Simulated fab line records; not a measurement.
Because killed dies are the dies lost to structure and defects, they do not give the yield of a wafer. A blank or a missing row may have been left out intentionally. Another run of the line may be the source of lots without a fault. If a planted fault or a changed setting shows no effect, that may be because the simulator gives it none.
fab line records / flow n5-finfet
record lots=4 wafers=12 last-day=17
route steps=1938 shown FIN_SAQP@114 FIN_CUT@165 BEOL_M4@1111 PASSIVATION@1936
lots with no fault: from the same line, run without faults
start-h: hours from the record's first day to the start of the lot's first wafer shown / wait-h: hours elapsed since this lot's preceding step / " as in the row above / L1.1+2: a single row standing in for several wafers / - no value, or no start given / * or withheld: withheld / < > ~ a bound
route shown NAME@n: names a module that has steps shown in the file, with the first one's number in the route / usual: mean/standard deviation of fault-free wafers / same: alike in all rows / chamber/n: place in a boat / sites: the reading at each site / _std_site: the values' standard deviation / _edge_site: the outer-site mean with the inner-site mean subtracted / radius-mm: for every site, how far away it sits from the centre of the wafer / mask NAME#n: copy n / behind: the most recent tool/chamber to have shaped the wafer / hold: cause of the lot's hold/its duration in hours/its outcome / device: whichever transistor did not switch (one of n, p or np) / end of line: the same wafers' tests at the end of the route / where a step has no rows: the recipe by itself / killed: not the wafer's yield, but the dies lost to structure and defects at the first sort / map: a wafer's dies, marking killed ones x, the rest . and places with no die _
set.NAME: the run value of the setting; set.NAME@STEP: its run value at that earlier step / model.NAME: the simulator's own value behind a step, which no gauge read
lots at selected steps of the route; one table per step, one row per wafer
services: the hour from which a tool's chamber was out of use, counted from the record's first day as start-h (under 0 if before that day), plus the number of hours and why
## steps
# step N5_FIN_SAQP_DESCUM_21
# recipe chemistry=O2 time-s=7.9 source-power-w=50 bias-power-w=20 pressure-mtorr=20 rf-frequency-hz=2.712e+07 temp-c=40 resist=CAR-ArF o2-flow-sccm=225
# step N5_FIN_SAQP_ETCH_51
# recipe chemistry=CF4 target=SiARC target-depth-a=455 mask-material=CAR-ArF time-s=75.8 ion-energy-ev=80 pressure-mtorr=40 source-w=545 bias-w=36 Ar_flow_sccm=100 cf4-flow-sccm=100 ends=cleared
# step N5_FIN_SAQP_ETCH_52
# recipe chemistry=N2/H2 target=SOC target-depth-a=1000 overetch-a=200 mask-material=SiARC temp-c=40 time-s=150 ion-energy-ev=200 pressure-mtorr=30 source-w=840 bias-w=150 n2-flow-sccm=200 h2-flow-sccm=200 ends=end-point
# step N5_FIN_SAQP_STRIP_53
# recipe chemistry=N2/H2 temp-c=40 n2-flow-sccm=200 h2-flow-sccm=200 rf-frequency-hz=6e+07
# step N5_FIN_SAQP_HM_OPEN_73
# recipe chemistry=CHF3/O2 target=SiO2 stop-on=a-Si target-depth-a=120 over-etch-frac=1.8 mask-material=SOC time-s=16.8 pressure-mtorr=30 source-w=650 bias-w=170 Ar_flow_sccm=200 CHF3_flow_sccm=50 O2_flow_sccm=5 ion-energy-ev=200 ends=end-point
# step N5_FIN_SAQP_STRIP_74
# recipe chemistry=CHF3/O2 resist=SiARC rf-frequency-hz=6e+07
# step N5_FIN_SAQP_MANDREL_ETCH_22
# recipe target-depth-a=600 chemistry=HBr/Cl2 target=a-Si stop-on=SiNx bt-time-s=10 over-etch-frac=0.5 time-s=30 pressure-mtorr=10 icp-w=800 bias-w=75 HBr_flow_sccm=150 Cl2_flow_sccm=80 ends=end-point
# step N5_FIN_SAQP_STRIP_55
# recipe chemistry=N2/H2 power-w=500 temp-c=40 pressure-mtorr=50 rf-frequency-hz=6e+07 overash-fraction=0.3 bias-power-w=28 h2-frac=0.5 n2-flow-sccm=300 h2-flow-sccm=300
# step N5_FIN_SAQP_STRIP_23
# recipe chemistry=SPM time-s=750 temp-c=130 h2so4-h2o2-vol-ratio=4
# step N5_FIN_SAQP_SRD_66
# recipe dry=ipa-marangoni time-s=30 temp-c=23 rinse-liquid=diw
# step N5_FIN_SAQP_RECESS_75
# recipe chemistry=HF/NH3 target=SiO2 target-depth-a=144 afs-cycles=3 temp-c=30 sublimation-temp-c=180 sublimation-time-s=60
# usual drypump-motor-current-A=5.6/0.35
# same sublimation-time-s=60
lot.wafer=L447.2 tool=vapor-etch-02 chamber=1 start-h=34.65 wait-h=0.0 drypump-motor-current-A=6.2
lot.wafer=L447.4 tool=vapor-etch-02 chamber=0 start-h=34.65 wait-h=0.0 drypump-motor-current-A=5.3
lot.wafer=L447.6 tool=vapor-etch-02 chamber=0 start-h=34.65 wait-h=0.0 drypump-motor-current-A=5.3
lot.wafer=L458.2 tool=vapor-etch-02 chamber=0 start-h=101.77 wait-h=0.0 drypump-motor-current-A=5.3
lot.wafer=L458.3 tool=vapor-etch-02 chamber=1 start-h=101.77 wait-h=0.0 drypump-motor-current-A=6.2
lot.wafer=L458.6 tool=vapor-etch-02 chamber=1 start-h=101.77 wait-h=0.0 drypump-motor-current-A=6.2
lot.wafer=L460.2 tool=vapor-etch-02 chamber=1 start-h=112.95 wait-h=0.0 drypump-motor-current-A=6.2
lot.wafer=L460.3 tool=vapor-etch-02 chamber=1 start-h=112.95 wait-h=0.0 drypump-motor-current-A=6.2
lot.wafer=L460.5 tool=vapor-etch-02 chamber=0 start-h=112.95 wait-h=0.0 drypump-motor-current-A=5.3
lot.wafer=L467.1 tool=vapor-etch-01 chamber=0 start-h=154.16 wait-h=0.0 drypump-motor-current-A=5.4
lot.wafer=L467.2 tool=vapor-etch-01 chamber=1 start-h=154.16 wait-h=0.0 drypump-motor-current-A=5.4
lot.wafer=L467.5 tool=vapor-etch-01 chamber=0 start-h=154.16 wait-h=0.0 drypump-motor-current-A=5.4
# step N5_FIN_SAQP_SPACER1_ALD_24
# recipe material=SiO2 target-thk-a=203 temp-c=300 ald-precursor-family=BDEAS ald-co-reactant=O2-plasma pulse-time-s=1 purge-time-s=2 co-reactant-purge-time-s=2 ald-cycles=218 pressure-torr=2
# step N5_FIN_SAQP_SPACER1_ETCHBACK_25
# recipe chemistry=CHF3/O2 mode=anisotropic-etchback target=SiO2 target-depth-a=244 time-s=12.2 pressure-mtorr=30 source-w=650 bias-w=170 Ar_flow_sccm=200 CHF3_flow_sccm=50 O2_flow_sccm=5 ion-energy-ev=200
# step N5_FIN_SAQP_MANDREL1_REMOVE_56
# recipe chemistry=HBr/Cl2/O2 bt-time-s=10 target=a-Si stop-on=SiNx endpoint=OES-SiCl over-etch-frac=1 icp-w=600 bias-w=22 HBr_flow_sccm=150 Cl2_flow_sccm=80 O2_flow_sccm=5 pressure-mtorr=10
# step N5_FIN_SAQP_ETCH_57
# recipe chemistry=CH3F/O2 target=SiNx mask-material=SiO2 target-depth-a=325 time-s=46.4 pressure-mtorr=30 source-w=395 bias-w=73 Ar_flow_sccm=150 CH3F_flow_sccm=30 O2_flow_sccm=20 ion-energy-ev=120 ends=cleared
# step N5_FIN_SAQP_ETCH_65
# recipe chemistry=CF4 target=SiO2 target-depth-a=40 ion-energy-ev=350 time-s=4.4 pressure-mtorr=10 icp-w=800 bias-w=400 cf4-flow-sccm=80
# step N5_FIN_SAQP_MANDREL_ETCH_58
# recipe chemistry=HBr/Cl2 target=a-Si target-depth-a=450 bt-time-s=10 stop-on=SiNx mask-material=SiO2 over-etch-frac=0.8 time-s=27 pressure-mtorr=10 icp-w=800 bias-w=75 HBr_flow_sccm=150 Cl2_flow_sccm=80 ends=end-point
# step N5_FIN_SAQP_RECESS_63
# recipe chemistry=HF/NH3 target=SiO2 target-depth-a=180 afs-cycles=3 temp-c=30 sublimation-temp-c=180 sublimation-time-s=60
# step N5_FIN_SAQP_COAT_68
# recipe resist=SOC temp-c=250 time-s=60 spin-rpm=1500 resist-thk-nm=100
# step N5_FIN_SAQP_ETCH_69
# recipe chemistry=N2/H2 target=SOC target-depth-a=1500 stop-on=SiNx ion-energy-ev=100 bias-w=61 pressure-mtorr=30 source-w=850 n2-flow-sccm=200 h2-flow-sccm=200
# step N5_FIN_SAQP_ETCH_67
# recipe chemistry=CH3F/O2 target=SiNx target-depth-a=300 mask-material=SOC pressure-mtorr=30 source-w=395 bias-w=73 Ar_flow_sccm=150 CH3F_flow_sccm=30 O2_flow_sccm=20 ion-energy-ev=120
# step N5_FIN_SAQP_STRIP_70
# recipe chemistry=N2/H2 power-w=500 temp-c=40 pressure-mtorr=50 rf-frequency-hz=6e+07 overash-fraction=0.3 bias-power-w=28 h2-frac=0.5 n2-flow-sccm=300 h2-flow-sccm=300
# step N5_FIN_SAQP_RECESS_71
# recipe chemistry=HF/NH3 target=SiO2 target-depth-a=30 afs-cycles=1 temp-c=30 sublimation-temp-c=180 sublimation-time-s=60
# step N5_FIN_SAQP_SPACER2_ALD_28
# recipe material=SiO2 target-thk-a=81 temp-c=300 ald-precursor-family=BDEAS ald-co-reactant=O2-plasma pulse-time-s=1 purge-time-s=2 co-reactant-purge-time-s=2 pressure-torr=2
# step N5_FIN_SAQP_SPACER2_ETCHBACK_29
# recipe chemistry=CHF3/O2 mode=anisotropic-etchback target=SiO2 target-depth-a=122 time-s=6.1 pressure-mtorr=30 source-w=650 bias-w=170 Ar_flow_sccm=200 CHF3_flow_sccm=50 O2_flow_sccm=5 ion-energy-ev=200
# step N5_FIN_SAQP_MANDREL2_REMOVE_60
# recipe chemistry=HBr/Cl2/O2 bt-time-s=10 target=a-Si stop-on=SiNx endpoint=OES-SiCl over-etch-frac=1 icp-w=600 bias-w=22 HBr_flow_sccm=150 Cl2_flow_sccm=80 O2_flow_sccm=5 pressure-mtorr=10
# step N5_FIN_SAQP_HM_OPEN_33
# recipe chemistry=CH3F/O2 target=SiNx mask-material=SiO2 target-depth-a=494 time-s=70.6 pressure-mtorr=30 source-w=395 bias-w=73 Ar_flow_sccm=150 CH3F_flow_sccm=30 O2_flow_sccm=20 ion-energy-ev=120 ends=cleared
# step N5_FIN_SAQP_ETCH_34
# recipe chemistry=C4F6/O2 target=SiO2 target-depth-a=450 time-s=15 ion-energy-ev=250 pressure-mtorr=30 source-w=345 bias-w=185 Ar_flow_sccm=300 C4F6_flow_sccm=10 O2_flow_sccm=10 ends=cleared
# step N5_FIN_SAQP_STRIP_77
# recipe chemistry=N2/H2 time-s=90 power-w=100 temp-c=40 pressure-mtorr=100 rf-frequency-hz=6e+07 bias-power-w=3 n2-flow-sccm=300 h2-flow-sccm=300
# step N5_FIN_SAQP_ETCH_64
# recipe chemistry=CF4 target=SiO2 target-depth-a=15 ion-energy-ev=350 pressure-mtorr=10 icp-w=800 bias-w=400 cf4-flow-sccm=80
# step N5_FIN_SAQP_FIN_ETCH_36
# recipe chemistry=HBr/Cl2/O2 target-depth-a=1200 mask-material=SiNx time-s=50.4 bias-w=102 pressure-mtorr=10 icp-w=800 HBr_flow_sccm=150 Cl2_flow_sccm=80 O2_flow_sccm=12
# step N5_FIN_SAQP_PRECLEAN_38
# recipe chemistry=O3/DIW time-s=45 temp-c=22 o3-ppm=10
# step N5_FIN_SAQP_PRECLEAN_45
# recipe chemistry=dHF time-s=10 dilution=500:1 temp-c=25
# step N5_FIN_SAQP_SRD_39
# recipe dry=ipa-marangoni time-s=30 temp-c=23 rinse-liquid=diw
# step N5_FIN_SAQP_INSPECT_40
# recipe inspect-instrument=brightfield mode=aei
# usual raw-defect-count=225/68
lot.wafer=L447.2 tool=defect-inspect-02 chamber=- start-h=38.68 wait-h=0.0 raw-defect-count=201
lot.wafer=L447.4 tool=defect-inspect-02 chamber=- start-h=38.68 wait-h=0.0 raw-defect-count=250
lot.wafer=L447.6 tool=defect-inspect-02 chamber=- start-h=38.68 wait-h=0.0 raw-defect-count=242
lot.wafer=L458.2 tool=defect-inspect-01 chamber=- start-h=106.13 wait-h=0.0 raw-defect-count=781
lot.wafer=L458.3 tool=defect-inspect-01 chamber=- start-h=106.13 wait-h=0.0 raw-defect-count=208
lot.wafer=L458.6 tool=defect-inspect-01 chamber=- start-h=106.13 wait-h=0.0 raw-defect-count=184
lot.wafer=L460.2 tool=defect-inspect-01 chamber=- start-h=116.77 wait-h=0.0 raw-defect-count=264
lot.wafer=L460.3 tool=defect-inspect-01 chamber=- start-h=116.77 wait-h=0.0 raw-defect-count=191
lot.wafer=L460.5 tool=defect-inspect-01 chamber=- start-h=116.77 wait-h=0.0 raw-defect-count=788
lot.wafer=L467.1 tool=defect-inspect-01 chamber=- start-h=157.86 wait-h=0.0 raw-defect-count=199
lot.wafer=L467.2 tool=defect-inspect-01 chamber=- start-h=157.86 wait-h=0.0 raw-defect-count=261
lot.wafer=L467.5 tool=defect-inspect-01 chamber=- start-h=157.86 wait-h=0.0 raw-defect-count=256
# step N5_FIN_CUT_INSPECT_10
# recipe mode=adi inspect-instrument=brightfield
# usual raw-defect-count=43/11
lot.wafer=L447.2 tool=defect-inspect-01 chamber=- start-h=39.07 wait-h=0.0 raw-defect-count=34
lot.wafer=L447.4 tool=defect-inspect-01 chamber=- start-h=39.07 wait-h=0.0 raw-defect-count=54
lot.wafer=L447.6 tool=defect-inspect-01 chamber=- start-h=39.07 wait-h=0.0 raw-defect-count=37
lot.wafer=L458.2 tool=defect-inspect-01 chamber=- start-h=106.52 wait-h=0.0 raw-defect-count=614
lot.wafer=L458.3 tool=defect-inspect-01 chamber=- start-h=106.52 wait-h=0.0 raw-defect-count=33
lot.wafer=L458.6 tool=defect-inspect-01 chamber=- start-h=106.52 wait-h=0.0 raw-defect-count=37
lot.wafer=L460.2 tool=defect-inspect-02 chamber=- start-h=117.29 wait-h=0.0 raw-defect-count=57
lot.wafer=L460.3 tool=defect-inspect-02 chamber=- start-h=117.29 wait-h=0.0 raw-defect-count=36
lot.wafer=L460.5 tool=defect-inspect-02 chamber=- start-h=117.29 wait-h=0.0 raw-defect-count=627
lot.wafer=L467.1 tool=defect-inspect-02 chamber=- start-h=158.25 wait-h=0.1 raw-defect-count=43
lot.wafer=L467.2 tool=defect-inspect-02 chamber=- start-h=158.25 wait-h=0.1 raw-defect-count=42
lot.wafer=L467.5 tool=defect-inspect-02 chamber=- start-h=158.25 wait-h=0.1 raw-defect-count=44
# step N5_FIN_CUT_INSPECT_17
# recipe inspect-instrument=brightfield mode=aei
# usual raw-defect-count=228/62
lot.wafer=L447.2 tool=defect-inspect-02 chamber=- start-h=40.09 wait-h=0.0 raw-defect-count=217
lot.wafer=L447.4 tool=defect-inspect-02 chamber=- start-h=40.09 wait-h=0.0 raw-defect-count=261
lot.wafer=L447.6 tool=defect-inspect-02 chamber=- start-h=40.09 wait-h=0.0 raw-defect-count=255
lot.wafer=L458.2 tool=defect-inspect-02 chamber=- start-h=107.47 wait-h=0.0 raw-defect-count=802
lot.wafer=L458.3 tool=defect-inspect-02 chamber=- start-h=107.47 wait-h=0.0 raw-defect-count=251
lot.wafer=L458.6 tool=defect-inspect-02 chamber=- start-h=107.47 wait-h=0.0 raw-defect-count=211
lot.wafer=L460.2 tool=defect-inspect-02 chamber=- start-h=118.27 wait-h=0.0 raw-defect-count=295
lot.wafer=L460.3 tool=defect-inspect-02 chamber=- start-h=118.27 wait-h=0.0 raw-defect-count=214
lot.wafer=L460.5 tool=defect-inspect-02 chamber=- start-h=118.27 wait-h=0.0 raw-defect-count=819
lot.wafer=L467.1 tool=defect-inspect-02 chamber=- start-h=159.41 wait-h=0.0 raw-defect-count=239
lot.wafer=L467.2 tool=defect-inspect-02 chamber=- start-h=159.41 wait-h=0.0 raw-defect-count=295
lot.wafer=L467.5 tool=defect-inspect-02 chamber=- start-h=159.41 wait-h=0.0 raw-defect-count=301
# step N5_BEOL_M4_RC_MEAS_101
# usual DIBL_N=36.5/1.4 DIBL_P=36.6/1.9 IOFF_N=0.167/0.029 IOFF_P=0.21/0.033 ION_N=674/12 ION_P=460/8.9 SS_N=71.6/0.57 SS_P=73.4/0.61 VT_N=249/3.3 VT_P=-250/3.3
lot.wafer=L447.2 tool=prober-02 chamber=0 start-h=178.52 wait-h=0.2 DIBL_N[mV/V]=37.4 DIBL_P[mV/V]=37.6 IOFF_N[nA/um]=0.212 IOFF_P[nA/um]=0.22 ION_N[uA/um]=686 ION_P[uA/um]=465 SS_N[mV/dec]=71.4 SS_P[mV/dec]=73.6 VT_N[mV]=242 VT_P[mV]=-249
lot.wafer=L447.4 tool=prober-02 chamber=0 start-h=178.52 wait-h=0.2 DIBL_N[mV/V]=39.0 DIBL_P[mV/V]=39.3 IOFF_N[nA/um]=0.233 IOFF_P[nA/um]=0.27 ION_N[uA/um]=683 ION_P[uA/um]=462 SS_N[mV/dec]=72.7 SS_P[mV/dec]=74.2 VT_N[mV]=242 VT_P[mV]=-247
lot.wafer=L447.6 tool=prober-02 chamber=0 start-h=178.52 wait-h=0.2 DIBL_N[mV/V]=35.4 DIBL_P[mV/V]=35.3 IOFF_N[nA/um]=0.149 IOFF_P[nA/um]=0.19 ION_N[uA/um]=661 ION_P[uA/um]=456 SS_N[mV/dec]=71.3 SS_P[mV/dec]=73.7 VT_N[mV]=250 VT_P[mV]=-251
lot.wafer=L458.2 tool=prober-02 chamber=0 start-h=261.77 wait-h=0.6 DIBL_N[mV/V]=35.5 DIBL_P[mV/V]=34.6 IOFF_N[nA/um]=0.159 IOFF_P[nA/um]=0.21 ION_N[uA/um]=672 ION_P[uA/um]=461 SS_N[mV/dec]=71.6 SS_P[mV/dec]=73.5 VT_N[mV]=248 VT_P[mV]=-251
lot.wafer=L458.3 tool=prober-02 chamber=0 start-h=261.77 wait-h=0.6 DIBL_N[mV/V]=33.6 DIBL_P[mV/V]=32.6 IOFF_N[nA/um]=0.123 IOFF_P[nA/um]=0.17 ION_N[uA/um]=668 ION_P[uA/um]=457 SS_N[mV/dec]=70.5 SS_P[mV/dec]=72.7 VT_N[mV]=252 VT_P[mV]=-255
lot.wafer=L458.6 tool=prober-02 chamber=0 start-h=261.77 wait-h=0.6 DIBL_N[mV/V]=35.6 DIBL_P[mV/V]=35.3 IOFF_N[nA/um]=0.165 IOFF_P[nA/um]=0.22 ION_N[uA/um]=680 ION_P[uA/um]=465 SS_N[mV/dec]=71.1 SS_P[mV/dec]=73.3 VT_N[mV]=249 VT_P[mV]=-249
lot.wafer=L460.2 tool=prober-01 chamber=0 start-h=265.89 wait-h=0.2 DIBL_N[mV/V]=37.2 DIBL_P[mV/V]=38.0 IOFF_N[nA/um]=0.184 IOFF_P[nA/um]=0.21 ION_N[uA/um]=679 ION_P[uA/um]=464 SS_N[mV/dec]=70.9 SS_P[mV/dec]=73.5 VT_N[mV]=246 VT_P[mV]=-249
lot.wafer=L460.3 tool=prober-01 chamber=0 start-h=265.89 wait-h=0.2 DIBL_N[mV/V]=39.7 DIBL_P[mV/V]=39.8 IOFF_N[nA/um]=0.224 IOFF_P[nA/um]=0.25 ION_N[uA/um]=676 ION_P[uA/um]=455 SS_N[mV/dec]=72.4 SS_P[mV/dec]=74.5 VT_N[mV]=248 VT_P[mV]=-249
lot.wafer=L460.5 tool=prober-01 chamber=0 start-h=265.89 wait-h=0.2 DIBL_N[mV/V]=37.9 DIBL_P[mV/V]=39.0 IOFF_N[nA/um]=0.195 IOFF_P[nA/um]=0.22 ION_N[uA/um]=678 ION_P[uA/um]=460 SS_N[mV/dec]=72.5 SS_P[mV/dec]=74.1 VT_N[mV]=249 VT_P[mV]=-250
lot.wafer=L467.1 tool=prober-01 chamber=0 start-h=303.83 wait-h=0.0 DIBL_N[mV/V]=37.6 DIBL_P[mV/V]=37.8 IOFF_N[nA/um]=0.151 IOFF_P[nA/um]=0.24 ION_N[uA/um]=656 ION_P[uA/um]=458 SS_N[mV/dec]=71.9 SS_P[mV/dec]=73.3 VT_N[mV]=253 VT_P[mV]=-248
lot.wafer=L467.2 tool=prober-01 chamber=0 start-h=303.83 wait-h=0.0 DIBL_N[mV/V]=35.9 DIBL_P[mV/V]=35.2 IOFF_N[nA/um]=0.134 IOFF_P[nA/um]=0.19 ION_N[uA/um]=668 ION_P[uA/um]=460 SS_N[mV/dec]=71.3 SS_P[mV/dec]=72.1 VT_N[mV]=253 VT_P[mV]=-251
lot.wafer=L467.5 tool=prober-01 chamber=0 start-h=303.83 wait-h=0.0 DIBL_N[mV/V]=36.9 DIBL_P[mV/V]=36.0 IOFF_N[nA/um]=0.139 IOFF_P[nA/um]=0.22 ION_N[uA/um]=656 ION_P[uA/um]=456 SS_N[mV/dec]=71.8 SS_P[mV/dec]=73.1 VT_N[mV]=251 VT_P[mV]=-251
# step N5_PASSIVATION_PROBE_49
# usual defect-limited-yield=91.2/1.6 killed_at_M0_to_M3=34/11 killed_at_M4_up=14/5.7 killed-at-contacts=14/6.6 killed-at-front-end=37/10 killed-at-other=4/3.2 killed-dies=104/19 killed-open=69/13 killed-short=33/8.7 sort_bin_5_function=5.1/1 sort_bin_6_memory=3.3/0.76 sort-n-pass=1076/19 sort-yield-pct=91.2/1.6
# same gross-dies=1180 killed-at-back-side=0 sort_bin_4_leakage[%]=0 sort_bin_8_speed[%]=0
lot.wafer=L458.2 tool=prober-02 chamber=- start-h=360.57 wait-h=0.1 defect-limited-yield[%]=81.0 killed_at_M0_to_M3=28 killed_at_M4_up=14 killed-at-contacts=14 killed-at-front-end=165 killed-at-other=3 killed-dies=224 killed-open=64 killed-short=41 sort_bin_5_function[%]=11.8 sort_bin_6_memory[%]=3.8 sort-n-pass=956 sort-yield-pct[%]=81.0
lot.wafer=L460.5 tool=prober-01 chamber=- start-h=366.30 wait-h=0.2 defect-limited-yield[%]=83.2 killed_at_M0_to_M3=26 killed_at_M4_up=7 killed-at-contacts=11 killed-at-front-end=152 killed-at-other=2 killed-dies=198 killed-open=55 killed-short=24 sort_bin_5_function[%]=11.4 sort_bin_6_memory[%]=3.6 sort-n-pass=982 sort-yield-pct[%]=83.2
# killed by level:class
L458.2 FIN_SAQP:unspecified=119 STI_FIN_REVEAL:geometric-particle:open=18 FIN_SAQP:geometric-particle:short=7 MOL_CONTACT_COAG:geometric-particle:short=7 MOL_CONTACT_COAG:geometric-particle:open=7 BEOL_M2:geometric-particle:open=7 BEOL_M0_SAQP:geometric-particle:short=6 FIN_SAQP:geometric-particle:open=5
L460.5 FIN_SAQP:unspecified=118 MOL_CONTACT_COAG:geometric-particle:open=10 BEOL_M3:geometric-particle:open=7 FIN_SAQP:geometric-particle:open=6 BEOL_M1:geometric-particle:open=5 STI_FIN_REVEAL:geometric-particle:open=5 BEOL_M1:geometric-particle:short=5 STARTING-WAFER:geometric-particle:short=4
# map L458.2 (x killed, . not)
_________________.....x....x.________________
______________.................._____________
___________....x..x...x.....x......__________
__________....x.x....x........x....._________
________.xxxxxxxxx.x..........x......._______
_______..xxxxxxxxx..x............x....x______
______.x.xxxxxxxxxxxx..................._____
_____...xxxxxxxxxxxx.....x...............____
____.xxxxxxxxxxxxxxxx........x....x.......___
___.x..x.xxxxxxxxxxxx..x....xx.....x......x__
___....xxxxxxxxxxxxxx.x...x................__
__.....xxxxxxxxxxxx...x......x.............._
__.....xxxxxxxxxxxx.xx.x..x............x...x_
_.........xx..x.x......x...............x..x..
_.x.....x..xxx.xx..x....x.................x..
_.......x.x..xx.x..x.........................
_...........x.................x...........x..
_............xx....x....xx...................
_...x.x..............x...........x.......x.x.
_.......x.......x...x..x......x..............
_.....x...x....x..x.x.............x.........x
__......xx.x................................_
__...x........x................x...x...x...._
___.x........x.............................__
___........x...............................__
____..........x......................x....___
_____......x........x..................x.____
______.....xx.....x.............x......._____
_______.....x......x....x.x............______
________..x..........................._______
__________..........x..x............_________
___________x......x........x.......__________
______________.................x_____________
_________________............________________
# map L460.5 (x killed, . not)
_________________........x...________________
______________...x......x....x.._____________
___________...........x............__________
__________x.xxx..................x.._________
________x.xx.xxxxxx..................._______
_______.xxxxxxxxxxx....................______
______.x.xxxxxxxxxx.......x............x_____
_____.xxxxxxxxxxxxxx...x...............x.____
____...xxxxxxxxxxxxxx.xxx.................___
___...x..xxxxxxxxxxxxx...............x.....__
___.....xxxxxxxxxxxxxx..x.........x........__
__...xx.xxxxxxxxxxx.x......x................_
__......xxxxxxxxxxx............x............_
_.x......xx.xxxxxx.x.x..x.......x....x.......
_...x....xx...xx.x..................x.....x..
_.........x..............x...................
_.........x............x.....................
_...........x..................x....x........
_...................x.x.........x...x........
_..x.........................xx......xx......
_............................................
__......x.......x..x..........x........x.x.._
__................x.............x..........._
___.....................x..................__
___..................................x.....__
____......................................___
_____....x.............................x.____
______.x................x..............._____
_______................x...x...........______
________.........x.x...............x.._______
__________...x....................x._________
___________x..................x.x..__________
______________................x._____________
_________________...x........________________
## services
tool=vapor-etch-01 chamber=1 start-h=128.25 hours=3.4 kind=repair
## key
first-sign step=N5_FIN_SAQP_INSPECT_40 reading=raw-defect-count direction=up sigmas=8.3 usual=225 struck=784
effect step=N5_FIN_CUT_INSPECT_10 reading=raw-defect-count direction=up sigmas=52 usual=43 struck=620
effect step=N5_FIN_CUT_INSPECT_17 reading=raw-defect-count direction=up sigmas=9.4 usual=228 struck=810
effect step=N5_PASSIVATION_PROBE_49 reading=killed-at-front-end direction=up sigmas=12 usual=37 struck=158
more-kills-born-at N5_FIN_SAQP_RECESS_75@vapor-etch-02=237
met-at N5_FIN_SAQP_RECESS_75
struck-wafers L458.2,L460.5
onset-between 34.65 101.77
fault kind=chamber-particle-source tool=vapor-etch-02 chamber=0 onset-h=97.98 steps=N5_FIN_SAQP_RECESS_75 rate-per-visit-cm2=0.9339 end-h=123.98
